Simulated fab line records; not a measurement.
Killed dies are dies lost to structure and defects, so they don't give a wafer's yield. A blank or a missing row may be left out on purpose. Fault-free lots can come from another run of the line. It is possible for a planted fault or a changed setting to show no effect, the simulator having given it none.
Split-lot study | flow n5 finfet | 21 wafers read across 7 lots, on a route 1938 steps long

THE SPLIT
At N5_MOL_CONTACT_COAG_VIA_ETCH_46 (etches SiO2 in C4F6/O2, target depth 46 nm, overetch 9.2 nm, time 40 s), the setting bias w was moved away from the recipe's 455 W on 5 of the 21 wafers read, by -14.9% to +10.2%. This setting was run at the recipe's value on the other wafers.

The reading comes from the split's own step.

THE READING
rf vpp V, in V, at N5_MOL_CONTACT_COAG_VIA_ETCH_46 (etches SiO2 in C4F6/O2, target depth 46 nm, overetch 9.2 nm, time 40 s). On this fab line, fault-free wafers typically give 1591 V with a standard deviation of 22 V.

wafer  | tool, chamber at the split | bias w as run, W | against the recipe | rf vpp V, V | against lot-mates on the recipe
L076.1 | rie diel-01, 0             | 455              | recipe             | 1622        | -
L076.2 | rie diel-01, 1             | 455              | recipe             | 1569        | -
L076.6 | rie diel-01, 0             | 455              | recipe             | 1622        | -
L078.1 | rie diel-02, 1             | 501.5            | +10.2%             | 1678        | +122
L078.4 | rie diel-02, 3             | 455              | recipe             | 1556        | -
L078.5 | rie diel-02, 2             | 501.5            | +10.2%             | 1706        | +150
L081.3 | rie diel-05, 1             | 455              | recipe             | 1615        | -
L081.4 | rie diel-05, 0             | 455              | recipe             | 1617        | -
L081.6 | rie diel-05, 3             | 455              | recipe             | 1591        | -
L084.1 | rie diel-02, 3             | 455              | recipe             | 1554        | -
L084.4 | rie diel-02, 1             | 387.1            | -14.9%             | 1384        | -187
L084.6 | rie diel-02, 2             | 455              | recipe             | 1588        | -
L085.2 | rie diel-02, 0             | 455              | recipe             | 1607        | -
L085.5 | rie diel-02, 2             | 455              | recipe             | 1587        | -
L085.6 | rie diel-02, 3             | 455              | recipe             | 1555        | -
L088.1 | rie diel-01, 0             | 455              | recipe             | 1621        | -
L088.5 | rie diel-01, 1             | 455              | recipe             | 1569        | -
L088.6 | rie diel-01, 2             | 455              | recipe             | 1591        | -
L090.1 | rie diel-01, 0             | 455              | recipe             | 1622        | -
L090.2 | rie diel-01, 1             | 398.9            | -12.3%             | 1423        | -199
L090.5 | rie diel-01, 1             | 398.9            | -12.3%             | 1422        | -200

THE FIT
A straight line over all 21 wafers: rf vpp V changes by +12.6 V for each +1% of bias w; r = +0.95; the points scatter about the line by 26 V.
The same after taking each lot's own level away (the mean of its wafers on the recipe; 21 wafers): +14.2 V for each +1%; r = +0.97; scatter 20 V.
The reading moves by 2.1e+02 V for the largest change in bias w, on that fit.
The span of the lots' own levels, 1556.0 to 1622.0 V, comes to 3.0 times the standard deviation stated above.
Thus the slope moves with the lot-to-lot level: the two fits are different.
Check: with one of the wafers moved furthest among these (-14.9%) left out of the fit, the line predicts -227 V for it against its lot-mates. It came out at -187 V against them.
Tool readings at the split's step, against how far the setting was moved: rf vpp V r = +0.95.

THESE WAFERS: OTHER SPLITS
These wafers also went through other splits before the reading. Each is held against what the fit with the lots' levels taken away leaves over:
other split on the same wafers          | wafers away from the commonest value | r with rf vpp V (lot level and that fit taken away)
N5_HKMG_FIN_DEVELOP_11 develop time s   | 12                                   | +0.08
N5_MOL_CONTACT_COAG_EXPOSE_05 dose mj   | 8                                    | -0.26
N5_MOL_CONTACT_COAG_ETCH_105 bias w     | 4                                    | -0.12
N5_MOL_CONTACT_COAG_ETCHBACK_135 time s | 5                                    | +0.10

THE FILE'S OWN FIT
rf vpp V changes by +13.9 V for each +1% of bias w, r = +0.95.
